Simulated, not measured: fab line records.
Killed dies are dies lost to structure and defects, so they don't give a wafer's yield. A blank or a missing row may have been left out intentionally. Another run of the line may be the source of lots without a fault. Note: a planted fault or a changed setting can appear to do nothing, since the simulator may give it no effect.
A lot that was struck, set against a sound lot ; flow n5Finfet ; 13 steps out of a route of 1938
Sound: wafers L313.3, L313.4, L313.6. Wafers struck: L311.1, L311.2, L311.3. The cause comes at the end.
Per side, at each step with rows, come the tool, then ch with its chambers, and then its first start. Under that, the readings that differ: sound wafers ; struck wafers ; difference of the means ; sigmas: that difference in standard deviations of wafers without a fault.
alike: readings whose means differ by less than 2 such deviations, and words and numbers that are the same on both sides. not compared: withheld readings, readings that some wafer has no value for, bounds like >300 that may hide the same value, and numbers for which the record gives no deviation and whose values overlap.
The two part at a step that has a row with sigmas, a row that says differs or no value, or rows on one side only. Numbers that have no deviation but don't overlap get no sigmas and don't part them. Lack of a reading on every wafer of one side parts them only where that side has two or more wafers.

first, 9 steps without rows for these wafers: N5_BEOL_M0_SAQP_COAT_87 (time 60 s, resist thk 5 nm); N5_BEOL_M0_SAQP_COAT_34 (resist thk 30 nm); N5_BEOL_M0_SAQP_EBR_36; N5_BEOL_M0_SAQP_SOFTBAKE_35 (time 60 s); N5_BEOL_M0_SAQP_EXPOSE_37 (exposes mask M0 CUT1, target cd 30 nm); N5_BEOL_M0_SAQP_PEB_38 (peb time 60 s); N5_BEOL_M0_SAQP_DEVELOP_39 (develop time 30 s); N5_BEOL_M0_SAQP_DESCUM_45 (chemistry O2, time 7 s); N5_BEOL_M0_SAQP_ETCH_88 (etches underlayer in N2/H2, target depth 6.5 nm, time 5.2 s).
N5_BEOL_M0_SAQP_ETCH_73: etches SiARC in CF4, target depth 19.5 nm, time 32.5 s.
  sound on rieDiel-03 ch 0,2,3, day 11 16:49; struck on rieDiel-06 ch 1,2,3, day 11 04:23
  no value came back on the struck wafers for any of 8 readings (biasW (W), cf4FlowSccm (sccm) and others); on the sound wafers biasW (W) reads 35.92 35.91 36.13
  not compared: rfHoursCounterH
then, 1 step without rows for these wafers: N5_BEOL_M0_SAQP_CUT_ETCH_46 (etches SOC in N2/H2, target depth 135 nm, overetch 27 nm, time 202.5 s).
N5_BEOL_M4_RC_MEAS_101:
  the record has rows for the sound wafers here (prober-02 ch 0, day 15 15:43) and none for the struck ones
-- here the record skips 9 days between the struck wafers' starts before and after, leaving off in module BEOL_M4 and picking up in module PASSIVATION (first step shown: number 1936 of the route) --
N5_PASSIVATION_PROBE_49:
  the record has rows for the struck wafers here (prober-02, day 19 23:13) and none for the sound ones

== WHERE THEY PART ==
Last at N5_PASSIVATION_PROBE_49 as far as this record goes, first at N5_BEOL_M0_SAQP_ETCH_73.

WHY: what had been put in by the simulator
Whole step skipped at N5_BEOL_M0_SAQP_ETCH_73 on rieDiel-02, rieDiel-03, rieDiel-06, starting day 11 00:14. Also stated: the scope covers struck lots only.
